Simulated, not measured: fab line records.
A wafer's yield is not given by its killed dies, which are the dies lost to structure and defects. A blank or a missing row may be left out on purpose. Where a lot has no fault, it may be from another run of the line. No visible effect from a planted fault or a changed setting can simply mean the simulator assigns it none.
Split-lot trial	flow n5 finfet	7 lots, 21 wafers read, on a route of 1938 steps

THE SPLIT ITSELF
At N5_BEOL_M0_SAQP_PECVD_97 (deposits SiNx from SiH4/NH3/N2, target thk 23 nm, time 19.9 s), the setting time s was moved away from the recipe's 19.9 s on 7 of the 21 wafers read, by -13.4% to +14.5%. All remaining wafers had this setting at the recipe value.

The reading comes from the split's own step.

THE READING
SiNx_of_BEOL_M0_SAQP_PECVD_97.thk nm (the simulator's own value, which no gauge read), in nm, at N5_BEOL_M0_SAQP_PECVD_97 (deposits SiNx from SiH4/NH3/N2, target thk 23 nm, time 19.9 s). There is no usual value for it anywhere in the file. Across the 14 wafers here that went through the recipe, the average is 23.0 nm and the standard deviation 0.28 nm.

wafer	tool, chamber at the split	time s as run, s	against the recipe	SiNx_of_BEOL_M0_SAQP_PECVD_97.thk nm, nm	against lot-mates on the recipe
L074.4	pecvd-01, 2	17.24	-13.4%	20.4	-3.0
L074.5	pecvd-01, 0	17.24	-13.4%	20.6	-2.8
L074.6	pecvd-01, 1	19.9	recipe	23.4	-
L076.2	pecvd-03, 0	22.78	+14.5%	26	+3.0
L076.3	pecvd-03, 1	19.9	recipe	22.6	-
L076.6	pecvd-03, 0	19.9	recipe	23.4	-
L080.3	pecvd-03, 1	19.9	recipe	22.8	-
L080.4	pecvd-03, 2,1	19.9	recipe	23.2	-
L080.6	pecvd-03, 2,1	19.9	recipe	23.2	-
L086.1	pecvd-01, 1,2	19.9	recipe	22.6	-
L086.3	pecvd-01, 1,2	19.9	recipe	22.6	-
L086.6	pecvd-01, 1	17.93	-9.9%	21	-1.6
L087.2	pecvd-01, 0	19.9	recipe	23	-
L087.5	pecvd-01, 1	19.9	recipe	22.8	-
L087.6	pecvd-01, 2	19.9	recipe	23.2	-
L089.4	pecvd-04, 1	22.66	+13.9%	26.2	+3.4
L089.5	pecvd-04, 2	22.66	+13.9%	26.4	+3.6
L089.6	pecvd-04, 0	19.9	recipe	22.8	-
L096.1	pecvd-01, 1	22.73	+14.2%	26.2	+3.2
L096.2	pecvd-01, 2	19.9	recipe	22.8	-
L096.5	pecvd-01, 0	19.9	recipe	23.2	-
Where a row lists several chambers, the file gives one row for several wafers and doesn't say which wafer went through which chamber.

FIT RESULTS
A straight line over all 21 wafers: SiNx_of_BEOL_M0_SAQP_PECVD_97.thk nm changes by +0.212 nm for each +1% of time s; r = +0.99; the points scatter about the line by 0.29 nm.
The same after taking each lot's own level away (the mean of its wafers on the recipe; 21 wafers): +0.222 nm for each +1%; r = +0.99; scatter 0.26 nm.
The reading moves by 3.2 nm for the largest change in time s, on that fit.
The span of the lots' own levels, 22.60 to 23.40 nm, comes to 2.8 times the standard deviation stated above.
Consequently the slope shifts little with the lot-to-lot level, the two slopes agreeing.
Check: with one of the wafers moved furthest among these (+14.5%) left out of the fit, the line predicts +3.35 nm for it against its lot-mates. It came out at +3 nm against them.

OTHER SPLITS ON THESE WAFERS
Other splits were also applied to these wafers ahead of the reading. Each is held against what the fit with the lots' levels taken away leaves over:
other split on the same wafers	wafers away from the commonest value	r with SiNx_of_BEOL_M0_SAQP_PECVD_97.thk nm (lot level and that fit taken away)
N5_HKMG_FIN_PEB_10 peb time s	8	+0.21
N5_GATE_CUT_ETCH_37 bias w	4	+0.06
N5_MOL_CONTACT_COAG_ETCHBACK_135 time s	7	-0.01
N5_MOL_CONTACT_COAG_VIA_ETCH_46 bias w	6	-0.13

THE FILE'S OWN FIT
SiNx_of_BEOL_M0_SAQP_PECVD_97.thk nm changes by +0.218 nm for each +1% of time s, r = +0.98.
